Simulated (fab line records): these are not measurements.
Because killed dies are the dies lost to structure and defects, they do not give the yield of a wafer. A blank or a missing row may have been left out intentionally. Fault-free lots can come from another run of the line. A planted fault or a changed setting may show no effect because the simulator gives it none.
Chamber matching || flow n5_finfet || N5_PASSIVATION_STRIP_34 on rie_diel-03 has 4 sister chambers
The step strips in O2. 4 wafers are shown with their chamber, then 7 later ones without.

## WAFERS WITH THEIR CHAMBER
{"wafer": "L958.5", "chamber": 1, "drypump_motor_current_A (A)": 5.2}
{"wafer": "L961.6", "chamber": 0, "drypump_motor_current_A (A)": 5.6}
{"wafer": "L966.1", "chamber": 2, "drypump_motor_current_A (A)": 5.2}
{"wafer": "L966.2", "chamber": 3, "drypump_motor_current_A (A)": 6.5}

## WAFERS WHOSE CHAMBER IS MISSING
{"wafer": "L966.5", "drypump_motor_current_A (A)": 5.3}
{"wafer": "L968.2", "drypump_motor_current_A (A)": 6.5}
{"wafer": "L968.4", "drypump_motor_current_A (A)": 5.2}
{"wafer": "L968.5", "drypump_motor_current_A (A)": 5.6}
{"wafer": "L969.2", "drypump_motor_current_A (A)": 5.7}
{"wafer": "L969.3", "drypump_motor_current_A (A)": 6.5}
{"wafer": "L969.6", "drypump_motor_current_A (A)": 6.5}

## CHAMBER TAKEN BY EACH
{"wafer": "L966.5", "from the rows above": "can't be placed: 1 or 2", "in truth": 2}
{"wafer": "L968.2", "from the rows above": 3, "in truth": 3}
{"wafer": "L968.4", "from the rows above": "can't be placed: 1 or 2", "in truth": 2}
{"wafer": "L968.5", "from the rows above": 0, "in truth": 0}
{"wafer": "L969.2", "from the rows above": 0, "in truth": 0}
{"wafer": "L969.3", "from the rows above": 3, "in truth": 3}
{"wafer": "L969.6", "from the rows above": 3, "in truth": 3}
5 of 7 placed correctly. Not placeable from these rows: 2 (in 2, the candidates include the true chamber). Number placed wrongly: 0.
How it was worked out, from the rows above alone: a wafer's distance from a chamber is the root of the sum, over the readings, of the square of ((its reading less the chamber's mean) divided by the reading's scatter). If the next closest chamber is less than 2 further off than the closest, the wafer can't be placed; otherwise it belongs to the closest. Each chamber's mean is taken over the wafers shown for it. The scatter (one wafer shown for each chamber): square how far every hidden wafer sits from the nearest shown wafer, average those squares and take the square root.
